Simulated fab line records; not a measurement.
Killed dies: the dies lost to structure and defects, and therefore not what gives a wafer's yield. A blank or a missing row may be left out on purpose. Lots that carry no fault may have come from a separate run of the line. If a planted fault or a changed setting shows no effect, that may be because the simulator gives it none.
Problem report, 8D (eight disciplines) form, completed by code | flow n5Finfet | the parts of the form that need people (team, actions taken, sign-off) are left out

== 1. PROBLEM STATEMENT ==
At N5_BEOL_M2_CMP_52, timeToEndpointS averages 47 s over 5 wafers from 2 lots, while fault-free wafers read 64 s, standard deviation 3. That puts it -5.5 standard deviations away from the usual mean.
The step: polishes, stops on SiOC, t overpolish 6.8 s, target thk 40 nm.
Earliest sighting: wafer L260.1 on cmp-01 at day 10 05:08. At this step, 30 wafers from 10 lots have a number in the record. Rule for "out", or "out of limits": more than 4 standard deviations from the usual mean. The rest of the wafers with a number are treated as sound.

== 2. WHAT IT IS AND WHAT IT IS NOT ==
question                    | is                                     | is not
which readings at this step | timeToEndpointS                        | motorCurrentA
which lots                  | L260, L264                             | L247, L254, L257, L258, L259, L263, L265, L270
which wafers of those lots  | L260.1, L260.5, L264.1, L264.4, L264.5 | L260.6
read on which tools         | cmp-01, cmp-03                         | cmp-04
when                        | from day 10 05:08                      | up to then (16 sound wafers); but 9 sound wafers of L263, L265, L270 came after

== 3. WHAT RULES OUT EACH SUSPECT ==
Counting: any tool at a process step up to the reading remains a suspect provided it ran every lot that is out. Sound lots after the first of them don't rule it out here, since some wafers of a struck lot are sound.
- ecdCu-01 at N5_BEOL_M2_ECD_50 (material Cu, target thk 300 nm): kept. Every lot that is out went through it, the first being L260 (day 10 04:25); the last sound lot it ran before that was L259 (day 10 00:04).
Left after counting: ecdCu-01 at N5_BEOL_M2_ECD_50.

== 4. THE CAUSE (what the simulator had put in) ==
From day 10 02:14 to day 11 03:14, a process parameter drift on ecdCu-01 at N5_BEOL_M2_ECD_50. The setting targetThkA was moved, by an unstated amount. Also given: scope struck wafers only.
After counting, this tool was the only one left.

== 5. THE EFFECT CHAIN, in route order ==
One row per reading whose mean, taken over the struck wafers that have a number, lies over 3 standard deviations from the usual. Readings are gone through only where the record gives a usual standard deviation; hours: the median, over the lots, of the time from a lot's start at the first step in this table giving one to that lot's start at this step; sigmas: the change measured in usual standard deviations.
hours | step              | reading         | usual | on struck wafers | change | sigmas
0     | N5_BEOL_M2_CMP_52 | timeToEndpointS | 64 s  | 47               | -17    | -5.5
Process steps it contains:
- N5_BEOL_M2_CMP_52: polishes, stops on SiOC, t overpolish 6.8 s, target thk 40 nm.
Later steps that measure or inspect, where all struck wafers having a row at the step show a number for every such reading and not one has moved that far: N5_BEOL_M2_INSPECT_59, N5_BEOL_M4_RC_MEAS_101.

== 6. HOW IT WOULD HAVE BEEN CAUGHT EARLIER ==
In this record the first reading out of limits was taken at day 10 05:08, 3 hours after the fault began at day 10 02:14.
Among the 2 lots that are out, L264 began N5_BEOL_M2_ECD_50 on ecdCu-01 after day 10 05:08. A hold on the tool at that time would have spared it.
